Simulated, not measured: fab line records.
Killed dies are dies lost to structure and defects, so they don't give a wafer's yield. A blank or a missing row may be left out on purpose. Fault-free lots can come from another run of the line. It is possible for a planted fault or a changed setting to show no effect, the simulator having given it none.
A struck lot beside a sound one    flow nand_harc    14 steps out of a route of 1159
Sound: the wafers L512.1, L512.5, L512.6. Wafers L518.1, L518.5 were the ones struck. The cause is named last.
At each step with rows: each side's tool, then ch and its chambers, then its first start. Under that, the readings that differ: sound wafers    struck wafers    difference of the means    sigmas: that difference in standard deviations of wafers without a fault.
alike: readings with means less than 2 such deviations apart, plus words and numbers identical on both sides. not compared: withheld readings, readings lacking a value on some wafer, bounds such as >300 that could conceal the same value, and numbers that have no deviation in the record and whose values overlap.
A row with sigmas, a row that says differs or no value, or rows on one side alone: a step with any of these is where the two part. Numbers that don't overlap but have no deviation are shown without sigmas and don't part them. A reading that every wafer of one side lacks parts them only if that side has two wafers or more.

first, 2 steps without rows for these wafers: NHARC_A_CONTACT_STRIP_104 (strips in CF4/CHF3); NHARC_A_CONTACT_STRIP_105 (strips in O2/COS).
NHARC_A_CONTACT_ETCH_106: etches the open film in CF4/O2, target depth 60 nm, overetch 6 nm, time 33 s.
  sound on rie_diel-01 ch 2,3, day 17 06:23; struck on rie_diel-02 ch 0,3, day 18 17:54
  alike: cf4_flow_sccm, drypump_motor_current_A, oes_product_au, rf_vpp_V, showerhead_plenum_p_Torr, throttle_valve_pct
  not compared: rf_hours_counter_h
NHARC_A_CONTACT_STRIP_82: strips in O2.
  sound: rie_diel-01 ch 2,3; struck: rie_diel-02 ch 0,1
reading                      sound           struck     difference  sigmas
drypump_motor_current_A (A)  5.56 5.72 5.56  6.25 6.05  +0.54       +3
  alike: oes_product_au, rf_vpp_V, showerhead_plenum_p_Torr, throttle_valve_pct
  not compared: rf_hours_counter_h
then, 1 step without rows for these wafers: NHARC_A_CONTACT_STRIP_83 (strips in post etch residue remover, time 600 s).
NHARC_A_CONTACT_DEP_84: deposits aC, target thk 2000 nm.
  sound on acl_dep-02 ch 0, day 17 07:02; struck on acl_dep-02 ch 0, day 18 18:37
  alike: throttle_valve_pct
NHARC_A_CONTACT_DEP_85: deposits SiON, target thk 50 nm.
  sound on pecvd-01 ch 1,2, day 17 08:21; struck on pecvd-04 ch 0, day 18 20:12
  alike: heater_power_w
then, 5 steps without rows for these wafers: NHARC_A_CONTACT_DEHYDRATE_00 (time 120 s); NHARC_A_CONTACT_HMDS_01 (time 30 s); NHARC_A_CONTACT_COAT_86 (time 75 s); NHARC_A_CONTACT_COAT_87 (time 65 s); NHARC_A_CONTACT_COAT_02 (resist thk 90 nm).
NHARC_A_CONTACT_SOFTBAKE_03: time 55 s.
  sound on litho_track-04 ch 0, day 17 08:00; struck on litho_track-04 ch 0, day 18 20:00
reading                   sound                 struck         difference                     sigmas
exhaust_pa (Pa)           43.8 43.3 44.7        46.6 45.8      +2.3                           +3
heater_power_total_W (W)  188.67 188.40 188.31  222.62 222.97  +34.34                         +99 or more
plate_temp_C (C)          104.95 104.97 105.02  - -            no value on the struck wafers  
following that, these wafers have no rows for 1 step: NHARC_A_CONTACT_EBR_04.

== WHERE THEY PART ==
First at NHARC_A_CONTACT_STRIP_82; last, within this record, at NHARC_A_CONTACT_SOFTBAKE_03.

WHY: the cause the simulator had injected
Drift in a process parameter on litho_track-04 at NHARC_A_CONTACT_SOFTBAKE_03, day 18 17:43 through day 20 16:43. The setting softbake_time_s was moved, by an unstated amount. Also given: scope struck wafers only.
